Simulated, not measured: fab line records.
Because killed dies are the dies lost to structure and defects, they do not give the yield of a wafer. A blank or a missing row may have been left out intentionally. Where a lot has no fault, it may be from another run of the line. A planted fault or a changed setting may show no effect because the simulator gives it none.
fab line records + flow n5-finfet
record
- lots=5
- wafers=15
- last-day=18
route steps=1938 shown GATE_CUT@508 MOL_CONTACT_COAG@517
lots that met no fault: from a run of the same line without faults
start-h: hours from the record's opening day to when the first of the lot's shown wafers began + wait-h: hours elapsed since this lot's preceding step + " repeats the value in the row above + L1.1+2: one row covering several wafers at once + - value missing, or start not given + * or withheld: withheld + < > ~ a bound
route shown NAME@n: a module of which the file shows steps, and the number in the route of the first + usual: mean/standard deviation taken from wafers without a fault + same: alike in all rows + chamber/n: place in a boat + sites: readings site by site + _std_site: standard deviation across them + _edge_site: mean of outer sites minus mean of inner sites + radius-mm: how far each site lies from the wafer's centre + mask NAME#n: copy n + behind: the tool/chamber that last shaped the wafer + hold: why the lot was held/for how many hours/how that ended + device: transistor that didn't switch, given as n, p or np + end of line: the route-end tests of the same wafers + a step without rows: its recipe alone + killed: count of dies lost to structure and defects at first sort (not the wafer's yield) + map: a wafer's dies, x killed, . not, _ none there
set.NAME: the setting that was run; set.NAME@STEP: the one run at that earlier step + model.NAME: the simulator's own value behind a step, which no gauge read
lots seen at some steps along the route; tables by step, rows by wafer
services: a tool's chamber out of use, with start hour (start-h, from the record's first day; less than 0 if before it), hours out, and reason
## steps
# step N5_GATE_CUT_STRIP_29
# recipe
- chemistry=post-etch-residue-remover
- time-s=60
- temp-c=25
- remover-ph=withheld
- remover-water-wt-pct=withheld
- remover-fluoride-wt-pct=withheld
| lot.wafer  | tool         | chamber | start-h | wait-h |
|------------|--------------|---------|---------|--------|
| L077.1+2+3 | wet-bench-04 | 1,0,7   | 103.78  | 0.1    |
| L082.1+3+6 | wet-bench-02 | 5,4,6   | 130.94  | 0.1    |
| L090.1+5+6 | wet-bench-02 | 0,4,5   | 182.45  | 0.1    |
| L091.2+4+5 | wet-bench-01 | 4,3,7   | 186.23  | 0.1    |
| L097.2+4+5 | wet-bench-02 | 0,6,1   | 226.02  | 0.1    |
# step N5_GATE_CUT_SRD_52
# recipe
- dry=ipa-marangoni
- time-s=30
- temp-c=23
- rinse-liquid=diw
| lot.wafer  | tool         | chamber | start-h | wait-h |
|------------|--------------|---------|---------|--------|
| L077.1+2+3 | wet-bench-04 | 1,0,7   | 103.80  | 0.0    |
| L082.1+3+6 | wet-bench-02 | 5,4,6   | 130.96  | 0.0    |
| L090.1+5+6 | wet-bench-02 | 0,4,5   | 182.47  | 0.0    |
| L091.2+4+5 | wet-bench-01 | 4,3,7   | 186.25  | 0.0    |
| L097.2+4+5 | wet-bench-02 | 0,6,1   | 226.06  | 0.0    |
# step N5_GATE_CUT_ALD_22
# recipe
- material=SiNx
- target-thk-a=160
- temp-c=400
- ald-precursor-family=SiH2I2
- ald-co-reactant=N2/H2-plasma
- pulse-time-s=1
- ald-cycles=320
- purge-time-s=2
- co-reactant-purge-time-s=2
- pressure-torr=2
# usual
- heater-power-w=873/59
- precursor-pulse-height-rel=1.001/0.019
# same
- co-reactant-purge-time-s=2
| lot.wafer | tool       | chamber | start-h | wait-h | heater-power-w | precursor-pulse-height-rel | since-wet-clean-h |
|-----------|------------|---------|---------|--------|----------------|----------------------------|-------------------|
| L077.1    | ald-sin-03 | 1       | 105.33  | 1.5    | 830            | 0.991                      | 95                |
| L077.2    | "          | 2       | "       | "      | 899            | 0.976                      | 95                |
| L077.3    | "          | 0       | "       | "      | 760            | 1.002                      | 95                |
| L082.1    | ald-sin-03 | 3       | 131.00  | 0.0    | 777            | 0.992                      | 121               |
| L082.3    | "          | 0       | "       | "      | 775            | 1.007                      | 121               |
| L082.6    | "          | 3       | "       | "      | 796            | 1.003                      | -                 |
| L090.1    | ald-sin-01 | 0       | 183.18  | 0.7    | 922            | 0.992                      | 281               |
| L090.5    | "          | 1       | "       | "      | 948            | 1.004                      | -                 |
| L090.6    | "          | 0       | "       | "      | 906            | 1.021                      | -                 |
| L091.2    | ald-sin-01 | 0       | 187.12  | 0.8    | 907            | 1.026                      | 285               |
| L091.4    | "          | 3       | "       | "      | 920            | 1.036                      | 285               |
| L091.5    | "          | 3       | "       | "      | 950            | 0.988                      | -                 |
| L097.2    | ald-sin-01 | 2       | 226.13  | 0.0    | 915            | 1.004                      | 324               |
| L097.4    | "          | 3       | "       | "      | 921            | 0.961                      | 324               |
| L097.5    | "          | 0       | "       | "      | 912            | 0.965                      | -                 |
# step N5_GATE_CUT_CMP_23
# recipe
- stop-on=SiO2
- t-overpolish-s=23.4
- post-cmp-clean=alkaline-brush
- down-force-psi=2.5
- platen-rpm=51.8
- pad-velocity-m-s=1.0307
- target-thk-nm=16
# usual
- motor-current-A=9.0/0.76
- overpolish-run-s=23.399/0.0083
- time-to-endpoint-s=19.9/2.5
| lot.wafer | tool   | chamber | start-h | wait-h | motor-current-A | overpolish-run-s | time-to-endpoint-s |
|-----------|--------|---------|---------|--------|-----------------|------------------|--------------------|
| L077.1    | cmp-02 | 3       | 106.82  | 0.8    | 7.9             | 23.407           | 17.0               |
| L077.3    | "      | 0       | "       | "      | 7.5             | 23.388           | 16.7               |
| L077.2    | "      | 1       | "       | "      | 9.5             | 23.401           | 16.9               |
| L082.3    | cmp-04 | 2       | 132.53  | 0.8    | 8.1             | 23.410           | 21.1               |
| L082.1    | "      | 3       | "       | "      | 8.6             | 23.394           | 17.9               |
| L082.6    | "      | 2       | "       | "      | 8.5             | 23.413           | 17.7               |
| L090.1    | cmp-04 | 0       | 184.67  | 0.8    | 9.5             | 23.394           | 18.3               |
| L090.6    | "      | 0       | "       | "      | 9.8             | 23.404           | 18.9               |
| L090.5    | "      | 1       | "       | "      | 9.4             | 23.399           | 17.2               |
| L091.4    | cmp-04 | 0       | 188.61  | 0.8    | 9.4             | 23.387           | 18.5               |
| L091.2    | "      | 3       | "       | "      | 9.0             | 23.397           | 20.5               |
| L091.5    | "      | 1       | "       | "      | 9.9             | 23.405           | 20.3               |
| L097.2    | cmp-04 | 1       | 227.62  | 0.8    | 9.0             | 23.408           | 19.6               |
| L097.4    | "      | 0       | "       | "      | 8.9             | 23.405           | 22.3               |
| L097.5    | "      | 1       | "       | "      | 9.6             | 23.395           | 20.7               |
# step N5_GATE_CUT_THK_MEAS_24
# recipe
- reads=SiO2_of_GATE_CUT_HM_DEP_46+SiO2_flowable_of_ILD0_FCVD_FILL_01
# usual
- GC_FILL_THK=219.4/1.9
| lot.wafer | tool          | chamber | start-h | wait-h | GC_FILL_THK[nm] |
|-----------|---------------|---------|---------|--------|-----------------|
| L077.1    | film-metro-01 | -       | 107.11  | -      | 216.6           |
| L077.2    | "             | -       | "       | "      | 216.7           |
| L077.3    | "             | -       | "       | "      | 219.8           |
| L082.1    | film-metro-01 | -       | 132.79  | -      | 218.1           |
| L082.3    | "             | -       | "       | "      | 221.8           |
| L082.6    | "             | -       | "       | "      | 222.4           |
| L090.1    | film-metro-02 | -       | 184.97  | -      | 220.9           |
| L090.5    | "             | -       | "       | "      | 221.8           |
| L090.6    | "             | -       | "       | "      | 223.1           |
| L091.2    | film-metro-01 | -       | 188.90  | -      | 217.1           |
| L091.4    | "             | -       | "       | "      | 221.7           |
| L091.5    | "             | -       | "       | "      | 221.2           |
| L097.2    | film-metro-01 | -       | 227.91  | -      | 216.3           |
| L097.4    | "             | -       | "       | "      | 218.7           |
| L097.5    | "             | -       | "       | "      | 220.6           |
# step N5_GATE_CUT_CMP_43
# recipe
- material=SiO2
- post-cmp-clean=rinse-only
# usual
- motor-current-A=11.7/1.2
| lot.wafer | tool   | chamber | start-h | wait-h | motor-current-A |
|-----------|--------|---------|---------|--------|-----------------|
| L077.2    | cmp-04 | 3       | 107.14  | 0.0    | 12.0            |
| L077.1    | "      | 1       | "       | "      | 12.2            |
| L077.3    | "      | 2       | "       | "      | 11.7            |
| L082.1    | cmp-03 | 3       | 132.82  | 0.0    | 14.9            |
| L082.3    | "      | 0       | "       | "      | 11.4            |
| L082.6    | "      | 3       | "       | "      | 14.0            |
| L090.1    | cmp-03 | 1       | 185.24  | 0.3    | 11.8            |
| L090.5    | "      | 2       | "       | "      | 11.6            |
| L090.6    | "      | 3       | "       | "      | 14.1            |
| L091.4    | cmp-04 | 0       | 189.09  | 0.2    | 12.9            |
| L091.2    | "      | 1       | "       | "      | 11.7            |
| L091.5    | "      | 2       | "       | "      | 11.6            |
| L097.4    | cmp-03 | 1       | 228.02  | 0.1    | 12.4            |
| L097.2    | "      | 2       | "       | "      | 11.1            |
| L097.5    | "      | 1       | "       | "      | 11.6            |
# step N5_GATE_CUT_CMP_61
# recipe
- stop-on=SiNx
- t-overpolish-s=3
- post-cmp-clean=alkaline-brush
- down-force-psi=4
- platen-rpm=27.09
- pad-velocity-m-s=0.539
# usual
- motor-current-A=11.7/1.2
| lot.wafer | tool   | chamber | start-h | wait-h | motor-current-A |
|-----------|--------|---------|---------|--------|-----------------|
| L077.2    | cmp-04 | 3       | 107.62  | 0.4    | 11.7            |
| L077.1    | "      | 1       | "       | "      | 12.7            |
| L077.3    | "      | 2       | "       | "      | 11.4            |
| L082.1    | cmp-03 | 3       | 133.30  | 0.4    | 14.3            |
| L082.3    | "      | 0       | "       | "      | 11.0            |
| L082.6    | "      | 3       | "       | "      | 14.1            |
| L090.1    | cmp-03 | 1       | 185.57  | 0.2    | 12.6            |
| L090.5    | "      | 2       | "       | "      | 12.0            |
| L090.6    | "      | 3       | "       | "      | 14.2            |
| L091.4    | cmp-04 | 0       | 189.47  | 0.3    | 12.5            |
| L091.2    | "      | 1       | "       | "      | 11.7            |
| L091.5    | "      | 2       | "       | "      | 11.2            |
| L097.4    | cmp-03 | 1       | 228.45  | 0.3    | 12.1            |
| L097.2    | "      | 2       | "       | "      | 11.2            |
| L097.5    | "      | 1       | "       | "      | 12.4            |
# step N5_GATE_CUT_INSPECT_26
# recipe
- inspect-instrument=darkfield
- mode=post-cmp
# usual
- raw-defect-count=40/16
| lot.wafer | tool              | chamber | start-h | wait-h | raw-defect-count |
|-----------|-------------------|---------|---------|--------|------------------|
| L077.1    | defect-inspect-01 | -       | 107.85  | 0.0    | 47               |
| L077.2    | "                 | -       | "       | "      | 64               |
| L077.3    | "                 | -       | "       | "      | 52               |
| L082.1    | defect-inspect-02 | -       | 133.53  | 0.0    | 59               |
| L082.3    | "                 | -       | "       | "      | 38               |
| L082.6    | "                 | -       | "       | "      | 30               |
| L090.1    | defect-inspect-01 | -       | 185.71  | 0.0    | 26               |
| L090.5    | "                 | -       | "       | "      | 16               |
| L090.6    | "                 | -       | "       | "      | 26               |
| L091.2    | defect-inspect-01 | -       | 189.64  | 0.0    | 48               |
| L091.4    | "                 | -       | "       | "      | 35               |
| L091.5    | "                 | -       | "       | "      | 61               |
| L097.2    | defect-inspect-01 | -       | 228.65  | 0.0    | 64               |
| L097.4    | "                 | -       | "       | "      | 37               |
| L097.5    | "                 | -       | "       | "      | 28               |
# step N5_MOL_CONTACT_COAG_COAT_103
# recipe
- resist=SOC
- temp-c=250
- time-s=60
- spin-rpm=1500
- resist-thk-nm=80
| lot.wafer  | tool           | chamber | start-h | wait-h |
|------------|----------------|---------|---------|--------|
| L077.1+2+3 | litho-track-02 | 0       | 107.88  | 0.0    |
| L082.1+3+6 | litho-track-03 | 0       | 133.56  | 0.0    |
| L090.1+5+6 | litho-track-05 | 0       | 185.74  | 0.0    |
| L091.2+4+5 | litho-track-02 | 0       | 189.68  | 0.0    |
| L097.2+4+5 | litho-track-03 | 0       | 228.68  | 0.0    |
# step N5_MOL_CONTACT_COAG_COAT_104
# recipe
- resist=SiARC
- temp-c=220
- time-s=60
- spin-rpm=1500
- resist-thk-nm=12
| lot.wafer  | tool           | chamber | start-h | wait-h |
|------------|----------------|---------|---------|--------|
| L077.1+2+3 | litho-track-02 | 0       | -       | -      |
| L082.1+3+6 | litho-track-03 | 0       | -       | -      |
| L090.1+5+6 | litho-track-05 | 0       | -       | -      |
| L091.2+4+5 | litho-track-02 | 0       | -       | -      |
| L097.2+4+5 | litho-track-03 | 0       | -       | -      |
# step N5_MOL_CONTACT_COAG_COAT_58
# recipe
- resist=underlayer
- temp-c=205
- time-s=60
- spin-rpm=1500
- resist-thk-nm=10
| lot.wafer  | tool           | chamber | start-h | wait-h |
|------------|----------------|---------|---------|--------|
| L077.1+2+3 | litho-track-02 | 0       | -       | -      |
| L082.1+3+6 | litho-track-03 | 0       | -       | -      |
| L090.1+5+6 | litho-track-05 | 0       | -       | -      |
| L091.2+4+5 | litho-track-02 | 0       | -       | -      |
| L097.2+4+5 | litho-track-03 | 0       | -       | -      |
# step N5_MOL_CONTACT_COAG_COAT_02
# recipe
- resist=CAR-EUV
- spin-rpm=1500
- resist-thk-nm=30
| lot.wafer  | tool           | chamber | start-h | wait-h |
|------------|----------------|---------|---------|--------|
| L077.1+2+3 | litho-track-02 | 0       | -       | -      |
| L082.1+3+6 | litho-track-03 | 0       | -       | -      |
| L090.1+5+6 | litho-track-05 | 0       | -       | -      |
| L091.2+4+5 | litho-track-02 | 0       | -       | -      |
| L097.2+4+5 | litho-track-03 | 0       | -       | -      |
# step N5_MOL_CONTACT_COAG_EBR_04
# recipe
- solvent=PGMEA
- ebr-width-mm=1.5
| lot.wafer  | tool           | chamber | start-h | wait-h |
|------------|----------------|---------|---------|--------|
| L077.1+2+3 | litho-track-02 | 0       | -       | -      |
| L082.1+3+6 | litho-track-03 | 0       | -       | -      |
| L090.1+5+6 | litho-track-05 | 0       | -       | -      |
| L091.2+4+5 | litho-track-02 | 0       | -       | -      |
| L097.2+4+5 | litho-track-03 | 0       | -       | -      |
# step N5_MOL_CONTACT_COAG_SOFTBAKE_03
# recipe
- temp-c=110
- time-s=60
- resist=CAR-EUV
| lot.wafer  | tool           | chamber | start-h | wait-h |
|------------|----------------|---------|---------|--------|
| L077.1+2+3 | litho-track-02 | 0       | -       | -      |
| L082.1+3+6 | litho-track-03 | 0       | -       | -      |
| L090.1+5+6 | litho-track-05 | 0       | -       | -      |
| L091.2+4+5 | litho-track-02 | 0       | -       | -      |
| L097.2+4+5 | litho-track-03 | 0       | -       | -      |
# step N5_MOL_CONTACT_COAG_EXPOSE_05
# recipe
- mask-id=CA
- na=0.33
- source-shape=annular
- sigma-inner=0.4
- sigma-outer=0.8
- polarization=unpolarized
- defocus-nm=0
- dose-mj=38.25
# usual
- focus-offset-nm=0.0/0.48
| lot.wafer | tool           | chamber | start-h | wait-h | mask | focus-offset-nm |
|-----------|----------------|---------|---------|--------|------|-----------------|
| L077.1    | euv-scanner-02 | 0       | 108.14  | -      | CA#0 | -1.2            |
| L077.2    | "              | 0       | "       | "      | CA#0 | -0.5            |
| L077.3    | "              | 0       | "       | "      | CA#0 | -0.4            |
| L082.1    | euv-scanner-02 | 0       | 133.69  | -      | CA#0 | 0.2             |
| L082.3    | "              | 0       | "       | "      | CA#0 | 1.2             |
| L082.6    | "              | 0       | "       | "      | CA#0 | 0.2             |
| L090.1    | euv-scanner-01 | 0       | 185.88  | -      | CA#0 | 0.0             |
| L090.5    | "              | 0       | "       | "      | CA#0 | 0.6             |
| L090.6    | "              | 0       | "       | "      | CA#0 | 0.3             |
| L091.2    | euv-scanner-02 | 0       | 189.94  | -      | CA#0 | 0.5             |
| L091.4    | "              | 0       | "       | "      | CA#0 | 0.0             |
| L091.5    | "              | 0       | "       | "      | CA#0 | 0.2             |
| L097.2    | euv-scanner-01 | 0       | 228.83  | -      | CA#0 | -0.2            |
| L097.4    | "              | 0       | "       | "      | CA#0 | 0.6             |
| L097.5    | "              | 0       | "       | "      | CA#0 | 0.4             |
# step N5_MOL_CONTACT_COAG_PEB_06
# recipe
- peb-temp-c=100
- peb-time-s=60
- resist=CAR-EUV
| lot.wafer  | tool           | chamber | start-h | wait-h |
|------------|----------------|---------|---------|--------|
| L077.1+2+3 | litho-track-02 | 0       | 108.21  | 0.1    |
| L082.1+3+6 | litho-track-03 | 0       | 133.76  | 0.1    |
| L090.1+5+6 | litho-track-02 | 0       | 185.94  | 0.1    |
| L091.2+4+5 | litho-track-02 | 0       | 190.00  | 0.0    |
| L097.2+4+5 | litho-track-03 | 0       | 228.88  | 0.0    |
# step N5_MOL_CONTACT_COAG_DEVELOP_07
# recipe
- develop-time-s=30
- developer=TMAH
- resist=CAR-EUV
- rinse-liquid=surfactant-rinse
- dry=air-spin
- dev-temp-c=23
| lot.wafer  | tool           | chamber | start-h | wait-h |
|------------|----------------|---------|---------|--------|
| L077.1+2+3 | litho-track-02 | 0       | -       | -      |
| L082.1+3+6 | litho-track-03 | 0       | -       | -      |
| L090.1+5+6 | litho-track-02 | 0       | -       | -      |
| L091.2+4+5 | litho-track-02 | 0       | -       | -      |
| L097.2+4+5 | litho-track-03 | 0       | -       | -      |
# step N5_MOL_CONTACT_COAG_CD_MEAS_08
# recipe
- target-cd-nm=28
- landing-energy-ev=500
- detector=se-inlens
- polarity=opening
# usual
- cd-nm=27.97/0.21
| lot.wafer | tool      | chamber | start-h | wait-h | cd-nm |
|-----------|-----------|---------|---------|--------|-------|
| L077.1    | cd-sem-02 | 0       | 108.27  | -      | 28.16 |
| L077.2    | "         | 0       | "       | "      | 27.48 |
| L077.3    | "         | 0       | "       | "      | 27.88 |
| L082.1    | cd-sem-03 | 0       | 133.82  | -      | 28.32 |
| L082.3    | "         | 0       | "       | "      | 27.93 |
| L082.6    | "         | 0       | "       | "      | 27.83 |
| L090.1    | cd-sem-03 | 0       | 186.01  | -      | 27.89 |
| L090.5    | "         | 0       | "       | "      | 27.79 |
| L090.6    | "         | 0       | "       | "      | 27.77 |
| L091.2    | cd-sem-03 | 0       | 190.07  | -      | 27.82 |
| L091.4    | "         | 0       | "       | "      | 27.99 |
| L091.5    | "         | 0       | "       | "      | 28.28 |
| L097.2    | cd-sem-02 | 0       | 228.95  | -      | 28.03 |
| L097.4    | "         | 0       | "       | "      | 27.64 |
| L097.5    | "         | 0       | "       | "      | 27.99 |
# step N5_MOL_CONTACT_COAG_OVL_MEAS_09
# recipe
- points-per-wafer=522
# usual
- CA_OVL=0.0/0.84
| lot.wafer | tool       | chamber | start-h | wait-h | CA_OVL[nm] |
|-----------|------------|---------|---------|--------|------------|
| L077.1    | overlay-02 | 0       | 108.30  | 0.0    | -1.6       |
| L077.2    | "          | 0       | "       | "      | -0.2       |
| L077.3    | "          | 0       | "       | "      | -1.7       |
| L082.1    | overlay-01 | 0       | 133.85  | 0.0    | 0.8        |
| L082.3    | "          | 0       | "       | "      | 0.4        |
| L082.6    | "          | 0       | "       | "      | -0.8       |
| L090.1    | overlay-02 | 0       | 186.04  | 0.0    | -0.2       |
| L090.5    | "          | 0       | "       | "      | -0.8       |
| L090.6    | "          | 0       | "       | "      | 1.0        |
| L091.2    | overlay-01 | 0       | 190.10  | 0.0    | -0.5       |
| L091.4    | "          | 0       | "       | "      | -0.3       |
| L091.5    | "          | 0       | "       | "      | 1.0        |
| L097.2    | overlay-02 | 0       | 228.99  | 0.0    | 0.7        |
| L097.4    | "          | 0       | "       | "      | 0.7        |
| L097.5    | "          | 0       | "       | "      | -0.3       |
# step N5_MOL_CONTACT_COAG_INSPECT_10
# recipe
- mode=adi
- inspect-instrument=brightfield
# usual
- raw-defect-count=73/26
| lot.wafer | tool              | chamber | start-h | wait-h | raw-defect-count |
|-----------|-------------------|---------|---------|--------|------------------|
| L077.1    | defect-inspect-02 | -       | 108.36  | 0.1    | 89               |
| L077.2    | "                 | -       | "       | "      | 134              |
| L077.3    | "                 | -       | "       | "      | 113              |
| L082.1    | defect-inspect-02 | -       | 133.91  | 0.1    | 115              |
| L082.3    | "                 | -       | "       | "      | 64               |
| L082.6    | "                 | -       | "       | "      | 69               |
| L090.1    | defect-inspect-02 | -       | 186.10  | 0.1    | 42               |
| L090.5    | "                 | -       | "       | "      | 30               |
| L090.6    | "                 | -       | "       | "      | 53               |
| L091.2    | defect-inspect-02 | -       | 190.16  | 0.0    | 117              |
| L091.4    | "                 | -       | "       | "      | 72               |
| L091.5    | "                 | -       | "       | "      | 119              |
| L097.2    | defect-inspect-01 | -       | 229.04  | 0.0    | 101              |
| L097.4    | "                 | -       | "       | "      | 78               |
| L097.5    | "                 | -       | "       | "      | 59               |
## services
| tool           | chamber | start-h | hours | kind                           |
|----------------|---------|---------|-------|--------------------------------|
| euv-scanner-02 | 0       | 89.53   | -     | calibration                    |
| cmp-03         | -       | 91.12   | 5.3   | pm                             |
| euv-scanner-01 | -       | 92.82   | 1.0   | pm                             |
| ald-sin-01     | -       | 93.32   | 1.1   | repair                         |
| ald-sin-03     | -       | 100.64  | 0.4   | repair                         |
| euv-scanner-02 | -       | 104.93  | 1.0   | pm                             |
| euv-scanner-02 | -       | 113.68  | 5.8   | pm                             |
| cmp-02         | -       | 129.15  | 2.0   | repair                         |
| euv-scanner-01 | -       | 148.97  | 1.0   | pm                             |
| euv-scanner-02 | -       | 161.07  | 1.0   | pm                             |
| euv-scanner-01 | 0       | 161.35  | -     | calibration                    |
| cmp-04         | -       | 163.51  | 2.6   | repair                         |
| ald-sin-01     | -       | 177.28  | 1.1   | repair                         |
| cmp-04         | -       | 179.49  | 2.6   | pm                             |
| cmp-02         | -       | 184.37  | 4.0   | pm                             |
| cmp-03         | -       | 186.39  | 4.2   | pm                             |
| cmp-02         | -       | 188.37  | -     | consumable-replace:conditioner |
| cmp-02         | -       | 188.37  | -     | consumable-replace:pad         |
| cmp-04         | -       | 194.34  | 2.0   | repair                         |
| cmp-04         | -       | 199.97  | 3.2   | repair                         |
| ald-sin-01     | 3       | 200.20  | 3.2   | repair                         |
| euv-scanner-01 | -       | 205.15  | 1.0   | pm                             |
| euv-scanner-02 | -       | 217.22  | 1.0   | pm                             |
| wet-bench-01   | -       | 227.93  | 1.0   | repair                         |
## key
fault none
